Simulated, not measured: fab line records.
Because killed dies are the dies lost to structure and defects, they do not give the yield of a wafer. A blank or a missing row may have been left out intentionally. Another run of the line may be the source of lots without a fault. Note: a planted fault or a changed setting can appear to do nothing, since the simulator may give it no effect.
fab line records    flow n5-finfet
record: lots: 7  wafers: 21  last-day: 16
route steps=1938 shown HKMG_FIN@416 BEOL_M4@1111
lots that met no fault: taken from a fault-free run of the same line
start-h: hours from the record's opening day to when the first of the lot's shown wafers began    wait-h: hours from the lot's prior step to this one    " same as the row above    L1.1+2: a single row standing in for several wafers    - no value, or no start was given    * or withheld: withheld    < > ~ a bound
route shown NAME@n: a module of which the file shows steps, and the number in the route of the first    usual: mean/standard deviation of fault-free wafers    same: alike in all rows    chamber/n: place in a boat    sites: readings site by site    _std_site: their standard deviation    _edge_site: outer sites' mean less inner sites'    radius-mm: how far each site lies from the wafer's centre    mask NAME#n: copy n    behind: the tool/chamber that last shaped the wafer    hold: why the lot went on hold/how many hours it stayed there/how the hold came to an end    device: transistor that didn't switch, given as n, p or np    end of line: the tests these same wafers got at the end of their route    a step with no rows: only its recipe    killed: count of dies lost to structure and defects at first sort (not the wafer's yield)    map: dies across one wafer; x = killed, . = not, _ = none there
set.NAME: the run value of the setting; set.NAME@STEP: its run value at that earlier step    model.NAME: the simulator's own value behind a step, which no gauge read
a table for each step, a row for each wafer; lots at some steps of the route
services: the hour from which a tool's chamber was out of use, counted from the record's first day as start-h (under 0 if before that day), plus the number of hours and why
== steps ==
step: N5_HKMG_FIN_WET_ETCH_65
recipe: chemistry: TMAH  temp-c: 70  conc-wt-pct: 5  target: a-Si  stop-on: TiN  time-s: 49  target-depth-nm: 3
step: N5_HKMG_FIN_WET_ETCH_81
recipe: chemistry: SC1  target: TiN  stop-on: HfO2  mix: 1:1:5  temp-c: 60  time-s: 57  target-depth-nm: 6
step: N5_HKMG_FIN_WET_ETCH_82
recipe: chemistry: dHCl  mix: 1:10000  temp-c: 25  target: La2O3  stop-on: HfO2  target-depth-nm: 2  dry: ipa-marangoni  rinse-time-s: 30  rinse-temp-c: 23
step: N5_HKMG_FIN_ALD_36
recipe: material: TiN  target-thk-a: 10  temp-c: 400  ald-precursor-family: TiCl4  ald-co-reactant: NH3  pulse-time-s: 1  purge-time-s: 3  co-reactant-purge-time-s: 2  co-reactant-pulse-time-s: 2  ald-cycles: 47  pressure-torr: 3
usual: heater-power-w: 865/73  precursor-pulse-height-rel: 1.001/0.019  susceptor-temp-C: 400.03/0.23
lot.wafer  tool          chamber  start-h  wait-h  heater-power-w  precursor-pulse-height-rel  since-wet-clean-h  susceptor-temp-C
L318.2     ald-metal-01  3        90.87    0.0     746             1.042                       2831               399.66
L318.4     "             0        "        "       999             0.982                       -                  400.08
L318.5     "             2        "        "       909             0.981                       -                  400.29
L321.2     ald-metal-01  2        111.54   0.0     886             1.010                       2851               399.88
L321.4     "             2        "        "       902             0.978                       -                  400.21
L321.6     "             0        "        "       995             1.003                       -                  400.18
L330.1     ald-metal-04  0        163.79   0.0     913             0.993                       1365               400.48
L330.4     "             1        "        "       920             1.014                       1365               399.90
L330.6     "             2        "        "       920             0.958                       -                  399.72
L331.1     ald-metal-02  0        170.70   0.0     779             1.007                       5988               399.81
L331.2     "             1        "        "       826             1.013                       5988               399.95
L331.6     "             2        "        "       886             0.990                       -                  400.33
L332.1     ald-metal-01  0        177.46   0.0     1008            1.001                       2917               400.13
L332.3     "             3        "        "       770             1.043                       2917               400.17
L332.5     "             2        "        "       899             0.990                       -                  400.17
L333.1     ald-metal-01  2        181.89   0.0     904             1.012                       2922               400.37
L333.4     "             3        "        "       742             1.031                       2922               400.00
L333.6     "             0        "        "       997             0.984                       -                  399.84
L334.2     ald-metal-02  1        192.99   0.0     861             1.002                       6010               399.69
L334.3     "             0        "        "       774             0.992                       6010               400.00
L334.5     "             3        "        "       803             1.032                       -                  400.09
step: N5_HKMG_FIN_THK_MEAS_70
recipe: thk-meas-gauge: xrf  reads: HfO2_of_HKMG_FIN_HK_ALD_01
usual: HK_THK: 1.614/0.019
lot.wafer  tool           chamber  start-h  wait-h  HK_THK[nm]
L318.2     film-metro-02  -        91.15    0.2     1.611
L318.4     "              -        "        "       1.600
L318.5     "              -        "        "       1.620
L321.2     film-metro-02  -        111.82   0.2     1.603
L321.4     "              -        "        "       1.650
L321.6     "              -        "        "       1.596
L330.1     film-metro-02  -        164.07   0.2     1.602
L330.4     "              -        "        "       1.616
L330.6     "              -        "        "       1.616
L331.1     film-metro-01  -        170.98   0.2     1.621
L331.2     "              -        "        "       1.629
L331.6     "              -        "        "       1.621
L332.1     film-metro-02  -        177.74   0.2     1.592
L332.3     "              -        "        "       1.644
L332.5     "              -        "        "       1.615
L333.1     film-metro-01  -        182.17   0.2     1.643
L333.4     "              -        "        "       1.626
L333.6     "              -        "        "       1.629
L334.2     film-metro-01  -        193.28   0.2     1.612
L334.3     "              -        "        "       1.614
L334.5     "              -        "        "       1.612
step: N5_HKMG_FIN_PWFM_ALD_03
recipe: material: TiN  target-thk-a: 20  temp-c: 400  ald-precursor-family: TiCl4  ald-co-reactant: NH3  pulse-time-s: 1  purge-time-s: 3  co-reactant-purge-time-s: 2  co-reactant-pulse-time-s: 2  ald-cycles: 91  pressure-torr: 3
usual: heater-power-w: 872/83  precursor-pulse-height-rel: 1.002/0.02  susceptor-temp-C: 400.01/0.22
lot.wafer  tool          chamber  start-h  wait-h  heater-power-w  precursor-pulse-height-rel  since-wet-clean-h  susceptor-temp-C
L318.2     ald-metal-02  3        91.18    0.0     819             1.008                       5908               399.83
L318.4     "             2        "        "       893             0.997                       5908               399.90
L318.5     "             3        "        "       794             0.998                       -                  400.26
L321.2     ald-metal-04  3        111.86   0.0     925             1.005                       1313               400.35
L321.4     "             1        "        "       947             1.006                       1313               400.35
L321.6     "             0        "        "       934             1.002                       -                  399.93
L330.1     ald-metal-01  3        164.11   0.0     758             1.006                       2904               399.81
L330.4     "             2        "        "       900             1.000                       2904               400.02
L330.6     "             3        "        "       758             1.002                       -                  399.85
L331.1     ald-metal-01  2        171.02   0.0     913             1.009                       2911               399.77
L331.2     "             0        "        "       1002            1.002                       2911               399.60
L331.6     "             2        "        "       902             1.014                       -                  399.82
L332.1     ald-metal-04  0        177.78   0.0     936             1.042                       1379               399.84
L332.3     "             3        "        "       954             0.993                       1379               399.85
L332.5     "             1        "        "       930             1.027                       -                  400.30
L333.1     ald-metal-04  2        182.20   0.0     929             0.978                       1384               400.15
L333.4     "             1        "        "       954             0.977                       1384               400.07
L333.6     "             1        "        "       935             0.997                       -                  400.40
L334.2     ald-metal-01  1        193.31   0.0     849             1.034                       2933               400.19
L334.3     "             0        "        "       1009            1.024                       2933               399.68
L334.5     "             1        "        "       841             0.982                       -                  400.44
step: N5_HKMG_FIN_COAT_29
recipe: resist: SOC  temp-c: 250  time-s: 60  spin-rpm: 1500  resist-thk-nm: 300
step: N5_HKMG_FIN_COAT_30
recipe: resist: SiARC  temp-c: 220  time-s: 60  spin-rpm: 1500  resist-thk-nm: 35
step: N5_HKMG_FIN_COAT_06
recipe: resist: CAR-ArF  spin-rpm: 1500  resist-thk-nm: 90
step: N5_HKMG_FIN_EBR_08
recipe: solvent: PGMEA  ebr-width-mm: 1.5
step: N5_HKMG_FIN_SOFTBAKE_07
recipe: temp-c: 110  time-s: 60  resist: CAR-ArF
step: N5_HKMG_FIN_EXPOSE_09
recipe: mask-id: NWFM  na: 1.35  source-shape: conventional  sigma-outer: 0.8  polarization: unpolarized  dose-mj: 39.25
step: N5_HKMG_FIN_PEB_10
recipe: peb-temp-c: withheld  peb-time-s: 60  resist: CAR-ArF
lot.wafer   tool            chamber  start-h  wait-h
L318.2+4+5  litho-track-02  0        91.95    0.0
L321.2+4+6  litho-track-01  0        112.50   0.0
L330.1+4+6  litho-track-02  0        164.75   0.1
L331.1+2+6  litho-track-02  0        171.79   0.1
L332.1+3+5  litho-track-01  0        178.42   0.1
L333.1+4+6  litho-track-02  0        182.85   0.1
L334.2+3+5  litho-track-01  0        194.08   0.0
step: N5_HKMG_FIN_DEVELOP_11
recipe: develop-time-s: 30  developer: TMAH  resist: CAR-ArF  dev-temp-c: 23  rinse-liquid: diw  dry: air-spin
step: N5_HKMG_FIN_CD_MEAS_12
recipe: target-cd-nm: 92.8  landing-energy-ev: 500  detector: se-inlens
usual: cd-nm: 92.9/0.54
lot.wafer  tool       chamber  start-h  wait-h  cd-nm
L318.2     cd-sem-02  0        92.02    -       92.6
L318.4     "          0        "        "       92.8
L318.5     "          0        "        "       92.2
L321.2     cd-sem-03  0        112.57   -       93.6
L321.4     "          0        "        "       93.0
L321.6     "          0        "        "       92.6
L330.1     cd-sem-02  0        164.82   -       89.7
L330.4     "          0        "        "       88.7
L330.6     "          0        "        "       91.7
L331.1     cd-sem-03  0        171.85   -       88.6
L331.2     "          0        "        "       92.2
L331.6     "          0        "        "       92.1
L332.1     cd-sem-02  0        178.49   -       92.4
L332.3     "          0        "        "       93.0
L332.5     "          0        "        "       92.5
L333.1     cd-sem-02  0        182.92   -       89.5
L333.4     "          0        "        "       89.4
L333.6     "          0        "        "       92.8
L334.2     cd-sem-03  0        194.15   -       92.8
L334.3     "          0        "        "       93.1
L334.5     "          0        "        "       92.8
step: N5_HKMG_FIN_OVL_MEAS_13
recipe: points-per-wafer: 44
usual: NWFM_OVL: -0.3/0.71
lot.wafer  tool        chamber  start-h  wait-h  NWFM_OVL[nm]
L318.2     overlay-02  0        92.05    0.0     -0.6
L318.4     "           0        "        "       -0.2
L318.5     "           0        "        "       -0.4
L321.2     overlay-02  0        112.60   0.0     0.1
L321.4     "           0        "        "       -0.1
L321.6     "           0        "        "       0.2
L330.1     overlay-01  0        164.85   0.0     -0.5
L330.4     "           0        "        "       -0.8
L330.6     "           0        "        "       -0.1
L331.1     overlay-02  0        171.88   0.0     -0.6
L331.2     "           0        "        "       -1.1
L331.6     "           0        "        "       -0.1
L332.1     overlay-01  0        178.52   0.0     -0.9
L332.3     "           0        "        "       -0.8
L332.5     "           0        "        "       -1.2
L333.1     overlay-01  0        182.95   0.0     -0.3
L333.4     "           0        "        "       -1.5
L333.6     "           0        "        "       -0.3
L334.2     overlay-01  0        194.18   0.0     -0.1
L334.3     "           0        "        "       0.1
L334.5     "           0        "        "       -0.1
step: N5_BEOL_M4_RC_MEAS_101
usual: DIBL_N: 35.9/1.4  DIBL_P: 35.9/1.7  IOFF_N: 0.155/0.023  IOFF_P: 0.201/0.029  ION_N: 672/8.8  ION_P: 460/7  SS_N: 71.6/0.48  SS_P: 73.1/0.64  VT_N: 250.0/3  VT_P: -251.6/3
lot.wafer  tool       chamber  start-h  wait-h  DIBL_N[mV/V]  DIBL_P[mV/V]  IOFF_N[nA/um]  IOFF_P[nA/um]  ION_N[uA/um]  ION_P[uA/um]  SS_N[mV/dec]  SS_P[mV/dec]  VT_N[mV]  VT_P[mV]
L318.2     prober-02  0        194.47   0.2     37.3          36.8          0.160          0.201          665           460           71.9          73.2          251.1     -252.7
L318.4     "          0        "        "       35.7          34.2          0.129          0.169          670           452           70.9          72.5          255.2     -253.7
L318.5     "          0        "        "       34.6          33.3          0.116          0.159          660           453           71.2          72.6          257.5     -254.8
L321.2     prober-01  0        202.22   0.2     36.9          38.2          0.183          0.197          681           455           71.2          74.0          247.5     -254.0
L321.4     "          0        "        "       35.1          36.5          0.151          0.170          669           454           71.2          72.7          251.0     -257.4
L321.6     "          0        "        "       36.3          37.8          0.163          0.192          675           452           72.1          73.1          249.7     -253.4
L331.1     prober-01  0        269.18   0.0     39.0          37.0          0.170          0.219          675           459           72.4          73.6          247.8     -255.0
L331.2     "          0        "        "       37.8          35.2          0.148          0.186          671           450           70.7          73.0          252.3     -253.5
L331.6     "          0        "        "       39.6          38.5          0.191          0.237          684           463           72.0          74.2          247.0     -248.9
L330.1     prober-02  0        274.33   0.0     36.0          36.6          0.150          0.225          664           461           71.5          73.4          249.7     -246.4
L330.4     "          0        "        "       35.9          36.3          0.149          0.228          679           474           70.9          73.1          250.8     -247.4
L330.6     "          0        "        "       36.1          37.4          0.154          0.236          666           459           71.6          73.0          252.0     -248.6
L332.1     prober-02  0        275.34   0.0     37.0          37.2          0.169          0.215          691           466           71.7          73.4          248.9     -250.8
L332.3     "          0        "        "       36.5          36.3          0.147          0.201          675           464           71.2          73.2          250.6     -250.9
L332.5     "          0        "        "       35.7          34.7          0.131          0.173          669           459           71.8          72.3          254.2     -253.4
L333.1     prober-02  0        279.19   0.0     35.4          36.6          0.148          0.165          675           452           71.8          73.7          249.8     -256.4
L333.4     "          0        "        "       36.1          37.0          0.154          0.164          658           448           71.5          73.5          250.7     -257.2
L333.6     "          0        "        "       36.8          38.1          0.162          0.180          674           457           72.1          73.0          249.6     -258.8
L334.2     prober-01  0        287.10   0.2     34.0          34.7          0.131          0.174          676           460           71.5          72.6          251.9     -253.8
L334.3     "          0        "        "       35.0          36.3          0.146          0.193          669           458           71.9          73.5          250.7     -253.0
L334.5     "          0        "        "       34.5          34.6          0.133          0.170          661           452           71.6          72.5          252.8     -253.6
== services ==
tool          chamber  start-h  hours  kind
ald-metal-01  1        86.22    26.2   repair
ald-metal-02  -        95.23    1.3    repair
ald-metal-01  -        143.31   0.9    repair
ald-metal-01  -        184.87   0.9    repair
== key ==
first-sign: step: N5_HKMG_FIN_CD_MEAS_12  reading: cd-nm  direction: down  sigmas: 6.9  usual: 92.9  struck: 89.2
effect none on later readings
met-at N5_HKMG_FIN_PEB_10
struck-wafers L330.1,L330.4,L331.1,L333.1,L333.4
onset-between 91.95 164.75
fault: kind: process-parameter-drift  tool: litho-track-02  chamber: -  onset-h: 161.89  steps: N5_HKMG_FIN_PEB_10  channel: peb-time-s  offset: *  shape: step  end-h: 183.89  scope: struck-wafers-only  acts-in: *  stated: *
